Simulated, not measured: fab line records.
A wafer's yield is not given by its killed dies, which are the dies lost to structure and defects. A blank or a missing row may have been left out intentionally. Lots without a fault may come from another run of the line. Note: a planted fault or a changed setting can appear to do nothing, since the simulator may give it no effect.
One fault seen from 2 desks | flow nand harc | what lay behind the numbers comes last; until then each desk has only its own

== FOR THE TOOL OWNER'S DESK: pecvd-03 ==
The tool's own readings at NHARC_A_STAIRCASE_DEP_325 (deposits SiO2, target thk 7200 nm): means of the sampled wafers that have a number, for each lot that ran on this tool. If a lot's mean is further than 4 standard deviations from the usual mean, the lot is out of limits and carries the mark OUT (the distance appears in the brackets).
Columns: A = heater power w at NHARC_A_STAIRCASE_DEP_325, usual 670 W; B = rf fwd power W at NHARC_A_STAIRCASE_DEP_325, usual 499.4 W
lot  | first seen here | A   | B
L774 | day 19 00:06    | 685 | 497.6
L777 | day 20 09:45    | 791 | 497.3
L779 | day 21 05:34    | 632 | 497.5
L780 | day 21 19:54    | 632 | 501.1
L783 | day 22 18:05    | 720 | 499.6
L784 | day 23 04:26    | 639 | 498.6
This desk's finding: nothing out of limits on any of the 6 lots.

== THE METROLOGY DESK ==
What the gauges read, lot by lot, whatever tool the lot ran on: means of the sampled wafers that have a number. If a lot's mean is further than 4 standard deviations from the usual mean, the lot is out of limits and carries the mark OUT (the distance appears in the brackets).
Columns: A = thk nm at NHARC_THIN_TSV_THK_MEAS_02, usual 3032 nm
lot  | first seen here | A
L775 | day 24 07:10    | 2997
L774 | day 24 09:02    | 3074
L777 | day 25 13:21    | 3086
L779 | day 26 08:26    | 2889
L778 | day 26 09:38    | 3023
L780 | day 27 01:39    | 3201
L783 | day 28 10:12    | 2914
L784 | day 28 12:35    | 3114
L792 | day 31 13:55    | 3393
L794 | day 32 10:41    | 2730
L793 | day 32 11:52    | 2848
This desk's finding: nothing out of limits on any of the 11 lots.

== BROUGHT TOGETHER ==
The desk of the tool owner found nothing out of limits.
Nothing out of limits was seen by the metrology desk.

== WHAT THE SIMULATOR HAD PUT IN ==
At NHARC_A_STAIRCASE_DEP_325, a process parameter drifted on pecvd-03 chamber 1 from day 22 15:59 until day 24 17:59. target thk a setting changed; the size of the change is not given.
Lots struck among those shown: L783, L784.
